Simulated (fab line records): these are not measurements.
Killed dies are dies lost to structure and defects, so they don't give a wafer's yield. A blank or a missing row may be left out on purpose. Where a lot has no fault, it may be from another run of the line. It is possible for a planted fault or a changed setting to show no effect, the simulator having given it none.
Which tool was responsible? | flow n5-finfet | 24 lots, 72 wafers sampled, at 4 steps of a route of 1938

WHAT THE GAUGES SHOWED, per wafer
N5_STI_FIN_REVEAL_THK_MEAS_05.
lot  | measured    | on            | thk-nm (nm)
L074 | day 2 09:45 | film-metro-02 | 131.8 131.2 129.8
L075 | day 2 16:11 | film-metro-02 | 131.7 130.7 131.8
L076 | day 2 21:56 | film-metro-02 | 132.9 133.0 132.6
L077 | day 3 03:06 | film-metro-01 | 132.2 130.9 131.3
L078 | day 3 10:07 | film-metro-02 | 134.2 130.0 133.1
L079 | day 3 14:58 | film-metro-01 | 130.6 131.1 131.6
L080 | day 3 22:13 | film-metro-02 | 130.5 130.6 131.6
L081 | day 4 04:23 | film-metro-01 | 132.5 130.7 132.0
L082 | day 4 10:34 | film-metro-02 | 131.9 131.5 131.2
L083 | day 4 15:41 | film-metro-02 | 131.8 133.7 130.8
L084 | day 4 22:53 | film-metro-02 | 132.1 128.8 131.4
L085 | day 5 04:38 | film-metro-01 | 134.0 131.7 132.0
L086 | day 5 11:04 | film-metro-01 | 131.6 131.1 132.2
L087 | day 5 17:24 | film-metro-02 | 134.9 132.6 132.7
L088 | day 5 22:34 | film-metro-02 | 131.6 133.0 135.3
L089 | day 6 04:11 | film-metro-02 | 129.4 131.3 131.7
L090 | day 6 09:29 | film-metro-02 | 131.4 129.7 131.1
L091 | day 6 16:13 | film-metro-02 | 133.7 133.4 133.4
L092 | day 6 22:49 | film-metro-02 | 130.8 134.0 131.8
L093 | day 7 05:40 | film-metro-01 | 131.2 132.6 133.8
L094 | day 7 11:11 | film-metro-02 | 131.9 132.9 131.5
L095 | day 7 15:57 | film-metro-01 | 133.3 132.6 133.4
L096 | day 7 21:02 | film-metro-01 | 132.3 131.4 130.8
L097 | day 8 03:29 | film-metro-01 | 130.6 129.9 130.7

N5_STI_FIN_REVEAL_CD_MEAS_22: target cd 6.238 nm, pitch 28 nm.
lot  | measured    | on        | cd-nm (nm)
L074 | day 2 13:03 | cd-sem-01 | 6.05 6.01 6.25
L075 | day 2 19:36 | cd-sem-02 | 6.65 6.32 6.10
L076 | day 3 01:07 | cd-sem-03 | 6.00 6.14 6.67
L077 | day 3 06:20 | cd-sem-03 | 6.42 5.84 6.48
L078 | day 3 13:18 | cd-sem-03 | 6.73 6.31 6.48
L079 | day 3 18:35 | cd-sem-01 | 6.38 6.24 5.82
L080 | day 4 01:24 | cd-sem-01 | 6.22 6.55 6.34
L081 | day 4 07:32 | cd-sem-01 | 5.95 6.38 5.77
L082 | day 4 13:44 | cd-sem-02 | 6.30 6.12 6.07
L083 | day 4 18:52 | cd-sem-02 | 6.31 6.16 5.80
L084 | day 5 02:14 | cd-sem-03 | 6.27 5.81 6.07
L085 | day 5 08:05 | cd-sem-03 | 6.42 6.40 6.18
L086 | day 5 14:40 | cd-sem-02 | 6.03 6.11 6.39
L087 | day 5 21:05 | cd-sem-02 | 5.82 6.18 6.11
L088 | day 6 01:59 | cd-sem-01 | 6.76 6.29 6.06
L089 | day 6 07:55 | cd-sem-01 | 6.44 6.32 6.26
L090 | day 6 13:38 | cd-sem-01 | 6.12 6.09 6.30
L091 | day 6 19:22 | cd-sem-03 | 6.38 6.08 6.15
L092 | day 7 02:14 | cd-sem-02 | 6.10 6.05 6.13
L093 | day 7 08:51 | cd-sem-01 | 6.48 6.34 5.92
L094 | day 7 14:38 | cd-sem-02 | 6.27 6.20 6.36
L095 | day 7 19:10 | cd-sem-01 | 6.98 6.44 5.97
L096 | day 8 00:17 | cd-sem-01 | 6.55 6.40 6.45
L097 | day 8 06:57 | cd-sem-02 | 6.51 6.61 6.33

N5_DUMMY_GATE_OVL_MEAS_16.
lot  | measured    | on         | GATE_OVL (nm)
L074 | day 2 23:40 | overlay-01 | 0.3 -0.7 0.3
L075 | day 3 06:17 | overlay-02 | 0.4 -0.2 0.2
L076 | day 3 10:02 | overlay-01 | -0.1 0.5 1.1
L077 | day 3 15:04 | overlay-02 | -0.8 -0.9 0.1
L078 | day 3 22:23 | overlay-02 | -0.3 0.3 -0.2
L079 | day 4 05:49 | overlay-02 | 1.1 1.4 1.3
L080 | day 4 11:56 | overlay-02 | 0.1 -0.9 0.0
L081 | day 4 16:10 | overlay-01 | 0.1 0.0 0.5
L082 | day 5 00:45 | overlay-02 | 1.7 -0.1 0.5
L083 | day 5 06:40 | overlay-02 | 2.2 1.0 1.1
L084 | day 5 11:51 | overlay-02 | -0.2 -1.0 0.2
L085 | day 5 19:07 | overlay-01 | 0.4 -0.1 -0.1
L086 | day 5 23:26 | overlay-02 | 0.6 0.9 0.2
L087 | day 6 05:48 | overlay-01 | -1.0 -1.2 -1.2
L088 | day 6 10:37 | overlay-01 | 0.5 -0.5 0.2
L089 | day 6 16:41 | overlay-02 | -0.2 -0.5 -0.5
L090 | day 6 22:18 | overlay-02 | 0.2 -1.0 0.3
L091 | day 7 04:08 | overlay-02 | 0.3 0.7 0.0
L092 | day 7 11:02 | overlay-01 | 1.4 1.3 -0.1
L093 | day 7 17:29 | overlay-02 | -0.5 -0.4 -0.5
L094 | day 7 23:34 | overlay-02 | -0.4 1.0 0.7
L095 | day 8 04:11 | overlay-01 | -1.3 0.7 -0.5
L096 | day 8 09:02 | overlay-01 | 1.2 0.6 1.8
L097 | day 8 17:32 | overlay-01 | -1.4 -0.9 -1.9

WHICH TOOL RAN EACH LOT (tool, then ch and the chambers of the sampled wafers, then the start)
lot  | N5_STI_FIN_REVEAL_OXIDATION_31
L074 | plasma-asher-01 ch 0,1, day 2 12:31
L075 | plasma-asher-01 ch 0,1, day 2 19:05
L076 | plasma-asher-02 ch 0,1, day 3 00:37
L077 | plasma-asher-01 ch 0,1, day 3 05:49
L078 | plasma-asher-01 ch 0,1, day 3 12:47
L079 | plasma-asher-02 ch 0,1, day 3 18:04
L080 | plasma-asher-02 ch 0,1, day 4 00:54
L081 | plasma-asher-02 ch 0,1, day 4 07:02
L082 | plasma-asher-02 ch 0,1, day 4 13:13
L083 | plasma-asher-02 ch 0,1, day 4 18:20
L084 | plasma-asher-02 ch 1, day 5 01:43
L085 | plasma-asher-02 ch 0,1, day 5 07:35
L086 | plasma-asher-01 ch 0,1, day 5 13:59
L087 | plasma-asher-01 ch 0,1, day 5 20:23
L088 | plasma-asher-01 ch 0,1, day 6 01:17
L089 | plasma-asher-01 ch 0,1, day 6 07:21
L090 | plasma-asher-02 ch 0,1, day 6 12:43
L091 | plasma-asher-01 ch 0,1, day 6 18:51
L092 | plasma-asher-01 ch 1, day 7 01:43
L093 | plasma-asher-02 ch 0,1, day 7 08:20
L094 | plasma-asher-02 ch 0,1, day 7 14:08
L095 | plasma-asher-02 ch 0,1, day 7 18:40
L096 | plasma-asher-02 ch 0, day 7 23:41
L097 | plasma-asher-01 ch 1, day 8 06:26
- N5_STI_FIN_REVEAL_OXIDATION_31: chemistry O2 PLASMA REMOTE, time 20 s.

AS READ BY THE TOOLS THEMSELVES (means over the sampled wafers that have a number; for cases with no such wafer, the mark the record gives instead)
N5_STI_FIN_REVEAL_OXIDATION_31.
lot  | tool            | drypump-motor-current-A (A) | heater-power-w (W) | temp-c-max
L074 | plasma-asher-01 | 5.8                         | 141                | 150.95
L075 | plasma-asher-01 | 5.8                         | 143                | 150.70
L076 | plasma-asher-02 | 5.2                         | 125                | 150.60
L077 | plasma-asher-01 | 6.1                         | 139                | 151.00
L078 | plasma-asher-01 | 6.1                         | 138                | 150.90
L079 | plasma-asher-02 | 5.2                         | 125                | 150.60
L080 | plasma-asher-02 | 5.3                         | 135                | 150.96
L081 | plasma-asher-02 | 5.2                         | 122                | 150.83
L082 | plasma-asher-02 | 5.2                         | 123                | 150.66
L083 | plasma-asher-02 | 5.2                         | 124                | 150.51
L084 | plasma-asher-02 | 5.1                         | 117                | 150.32
L085 | plasma-asher-02 | 5.2                         | 125                | 150.48
L086 | plasma-asher-01 | 5.8                         | 142                | 150.91
L087 | plasma-asher-01 | 6.1                         | 140                | 150.73
L088 | plasma-asher-01 | 5.8                         | 142                | 150.83
L089 | plasma-asher-01 | 5.8                         | 142                | 150.88
L090 | plasma-asher-02 | 5.2                         | 124                | 150.50
L091 | plasma-asher-01 | 6.1                         | 140                | 150.89
L092 | plasma-asher-01 | 6.3                         | 137                | 150.52
L093 | plasma-asher-02 | 5.2                         | 126                | 150.55
L094 | plasma-asher-02 | 5.2                         | 126                | 150.45
L095 | plasma-asher-02 | 5.2                         | 126                | 150.41
L096 | plasma-asher-02 | 5.4                         | 142                | 150.62
L097 | plasma-asher-01 | 6.3                         | 137                | 150.77

THE ANSWER, worked out from the rows above alone
Rule: the lots themselves supply what counts as usual. The widest of any qualifying gaps counts: lots, ordered by their means at a reading, are off when they make up no more than a third of the lots, leave a main group of 4 or more, and stand apart from it by 3 or more times the standard deviation of that group's means. The tables above print the reading to a certain number of digits; a main group whose means all agree to those digits is not used. A lot without any number at a reading at which 4 lots or more have one is off too. All remaining lots with rows at the step are treated as sound. Order of review: gauges by route order, followed by the tools' own readings, for which a lot's mean as printed above is used. The first step at which some lot is off is used, and at that step the reading that is off furthest; a lot without a number counts as furthest.
None of the lots is off at any reading shown; this tells nothing.

WHAT THE SIMULATOR PUT IN
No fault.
